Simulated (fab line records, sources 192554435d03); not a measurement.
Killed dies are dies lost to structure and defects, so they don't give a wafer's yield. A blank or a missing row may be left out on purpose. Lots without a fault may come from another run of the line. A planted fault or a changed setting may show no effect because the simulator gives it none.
Split-lot experiment | flow n5_finfet | 7 lots, 21 wafers read, on a route of 1938 steps

THE SPLIT
At N5_MOL_CONTACT_COAG_COAT_58 (time 60 s, resist thk 10 nm), the setting spin_rpm was moved away from the recipe's 1500 rpm on 8 of the 21 wafers read, by -8.5% to +8.6%. The other wafers ran this setting at the recipe's value.

FROM THE SPLIT TO THE READING: what the file shows between them, 3 steps
- N5_MOL_CONTACT_COAG_COAT_02: resist thk 30 nm
- N5_MOL_CONTACT_COAG_EBR_04
- N5_MOL_CONTACT_COAG_DESCUM_13: chemistry O2, time 7 s

THE READING
etch.depth_nm (the simulator's own value, which no gauge read), in nm, at N5_MOL_CONTACT_COAG_ETCH_59 (etches underlayer in N2/H2, target depth 13 nm, time 10.4 s). The file gives no usual value for it. The 13 wafers here that ran the recipe average 10.018 nm, standard deviation 0.034 nm.

wafer  | tool, chamber at the split | spin_rpm as run, rpm | against the recipe | etch.depth_nm, nm | against lot-mates on the recipe
L076.1 | litho_track-03, 0          | 1500                 | recipe             | 9.999             | -
L076.2 | litho_track-03, 0          | 1629                 | +8.6%              | 9.585             | -0.414
L076.5 | litho_track-03, 0          | 1629                 | +8.6%              | 9.593             | -0.406
L077.2 | litho_track-04, 0          | 1500                 | recipe             | 9.995             | -
L077.3 | litho_track-04, 0          | 1500                 | recipe             | 10.02             | -
L077.4 | litho_track-04, 0          | 1500                 | recipe             | 10.02             | -
L085.2 | litho_track-04, 0          | 1372                 | -8.5%              | 10.43             | no lot-mate on the recipe
L085.3 | litho_track-04, 0          | 1372                 | -8.5%              | 10.41             | no lot-mate on the recipe
L085.5 | litho_track-04, 0          | 1372                 | -8.5%              | 10.41             | no lot-mate on the recipe
L089.1 | litho_track-04, 0          | 1500                 | recipe             | 9.951             | -
L089.4 | litho_track-04, 0          | 1396                 | -6.9%              | 10.31             | +0.354
L089.5 | litho_track-04, 0          | 1500                 | recipe             | 9.961             | -
L094.2 | litho_track-02, 0          | 1500                 | recipe             | 10.02             | -
L094.6 | litho_track-02, 0          | 1500                 | recipe             | 10.02             | -
L094.4 | litho_track-02, 0          | 1500                 | recipe             | 10.04             | -
L096.2 | litho_track-02, 0          | 1500                 | recipe             | 10.07             | -
L096.5 | litho_track-02, 0          | 1500                 | recipe             | 10.06             | -
L096.6 | litho_track-02, 0          | 1500                 | recipe             | 10.05             | -
L097.2 | litho_track-02, 0          | 1500                 | recipe             | 10.03             | -
L097.4 | litho_track-02, 0          | 1388                 | -7.5%              | 10.43             | +0.400
L097.5 | litho_track-02, 0          | 1388                 | -7.5%              | 10.46             | +0.430

THE FIT
A straight line over all 21 wafers: etch.depth_nm changes by -0.0494 nm for each +1% of spin_rpm; r = -0.99; the points scatter about the line by 0.037 nm.
The same after taking each lot's own level away (the mean of its wafers on the recipe; 18 wafers): -0.051 nm for each +1%; r = -1.00; scatter 0.017 nm.
On that fit, the largest move of spin_rpm shifts the reading by 0.44 nm.
The lots' own levels span 9.9560 to 10.0600 nm, that is 3.1 times the standard deviation above.
So the lot-to-lot level changes the slope little: the two slopes agree.
Check: with one of the wafers moved furthest among these (+8.6%) left out of the fit, the line predicts -0.439 nm for it against its lot-mates. It came out at -0.414 nm against them.

OTHER SPLITS ON THESE WAFERS
These wafers also went through other splits before the reading. Each is held against what the fit with the lots' levels taken away leaves over:
other split on the same wafers | wafers away from the commonest value | r with etch.depth_nm (lot level and that fit taken away)
N5_HKMG_FIN_CVD_62 temp_c      | 9                                    | +0.17
N5_HKMG_FIN_ETCH_35 time_s     | 7                                    | -0.01

THE WHOLE CHAIN: every reading that the file lists as answering this split, in the file's order
step                        | what it does                                                | reading                                                                                        | change (the file's fit)                | r (the file's)
N5_MOL_CONTACT_COAG_COAT_58 | time 60 s, resist thk 10 nm                                 | underlayer_of_MOL_CONTACT_COAG_COAT_58.thk_nm (the simulator's own value, which no gauge read) | -0.0517 nm for each +1% of the setting | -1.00
N5_MOL_CONTACT_COAG_ETCH_59 | etches underlayer in N2/H2, target depth 13 nm, time 10.4 s | CAR-EUV_of_MOL_CONTACT_COAG_COAT_02.thk_nm (the simulator's own value, which no gauge read)    | +0.0562 nm for each +1% of the setting | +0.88
N5_MOL_CONTACT_COAG_ETCH_59 | etches underlayer in N2/H2, target depth 13 nm, time 10.4 s | etch.depth_nm (the simulator's own value, which no gauge read)                                 | -0.0512 nm for each +1% of the setting | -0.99

THE FILE'S OWN FIT
etch.depth_nm changes by -0.0512 nm for each +1% of spin_rpm, r = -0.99.
